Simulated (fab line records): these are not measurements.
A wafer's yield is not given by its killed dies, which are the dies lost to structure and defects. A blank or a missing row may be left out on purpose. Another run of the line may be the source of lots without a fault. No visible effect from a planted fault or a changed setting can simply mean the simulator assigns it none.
Matching of chambers || flow n5-finfet || rie-diel-06 running N5_BEOL_M1_DESCUM_33: 4 sister chambers
The step chemistry O2, time 7 s. 8 wafers are shown with their chamber, then 9 later ones without.

## EACH WAFER AND ITS CHAMBER
{"wafer": "L075.6", "chamber": 3, "showerhead-plenum-p-Torr (Torr)": 2.05, "oes-product-au (a.u.)": 0.71}
{"wafer": "L079.1", "chamber": 3, "showerhead-plenum-p-Torr (Torr)": 2.05, "oes-product-au (a.u.)": 0.71}
{"wafer": "L079.3", "chamber": 2, "showerhead-plenum-p-Torr (Torr)": 1.96, "oes-product-au (a.u.)": 0.81}
{"wafer": "L079.5", "chamber": 1, "showerhead-plenum-p-Torr (Torr)": 2.12, "oes-product-au (a.u.)": 0.86}
{"wafer": "L079.6", "chamber": 0, "showerhead-plenum-p-Torr (Torr)": 2.09, "oes-product-au (a.u.)": 0.96}
{"wafer": "L081.2", "chamber": 1, "showerhead-plenum-p-Torr (Torr)": 2.11, "oes-product-au (a.u.)": 0.87}
{"wafer": "L081.3", "chamber": 2, "showerhead-plenum-p-Torr (Torr)": 1.96, "oes-product-au (a.u.)": 0.80}
{"wafer": "L081.4", "chamber": 0, "showerhead-plenum-p-Torr (Torr)": 2.09, "oes-product-au (a.u.)": 0.96}

## WAFERS WHOSE CHAMBER IS MISSING
{"wafer": "L083.2", "showerhead-plenum-p-Torr (Torr)": 2.09, "oes-product-au (a.u.)": 0.94}
{"wafer": "L083.5", "showerhead-plenum-p-Torr (Torr)": 2.05, "oes-product-au (a.u.)": 0.72}
{"wafer": "L083.6", "showerhead-plenum-p-Torr (Torr)": 2.09, "oes-product-au (a.u.)": 0.95}
{"wafer": "L093.1", "showerhead-plenum-p-Torr (Torr)": 2.08, "oes-product-au (a.u.)": 0.90}
{"wafer": "L093.2", "showerhead-plenum-p-Torr (Torr)": 1.96, "oes-product-au (a.u.)": 0.78}
{"wafer": "L093.3", "showerhead-plenum-p-Torr (Torr)": 2.11, "oes-product-au (a.u.)": 0.84}
{"wafer": "L093.4", "showerhead-plenum-p-Torr (Torr)": 2.08, "oes-product-au (a.u.)": 0.90}
{"wafer": "L093.5", "showerhead-plenum-p-Torr (Torr)": 1.96, "oes-product-au (a.u.)": 0.78}
{"wafer": "L093.6", "showerhead-plenum-p-Torr (Torr)": 2.11, "oes-product-au (a.u.)": 0.84}

## WHICH CHAMBER EACH WENT THROUGH
{"wafer": "L083.2", "from the rows above": 0, "in truth": 0}
{"wafer": "L083.5", "from the rows above": 3, "in truth": 3}
{"wafer": "L083.6", "from the rows above": 0, "in truth": 0}
{"wafer": "L093.1", "from the rows above": "can't be placed: 1 or 0", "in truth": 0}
{"wafer": "L093.2", "from the rows above": 2, "in truth": 2}
{"wafer": "L093.3", "from the rows above": 1, "in truth": 1}
{"wafer": "L093.4", "from the rows above": "can't be placed: 1 or 0", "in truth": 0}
{"wafer": "L093.5", "from the rows above": 2, "in truth": 2}
{"wafer": "L093.6", "from the rows above": 1, "in truth": 1}
7 of 9 placed correctly. Cannot be placed on the basis of these rows: 2; the candidates contain the true chamber in 2. 0 placed wrongly.
How it was worked out, from the rows above alone: a wafer's distance from a chamber is the root of the sum, over the readings, of the square of ((its reading less the chamber's mean) divided by the reading's scatter). If the next closest chamber is less than 2 further off than the closest, the wafer can't be placed; otherwise it belongs to the closest. The mean given for a chamber averages the wafers shown for that chamber. The scatter: the root of (the sum of the squares of (reading less its chamber's mean) over the shown wafers, divided by (wafers less chambers)).
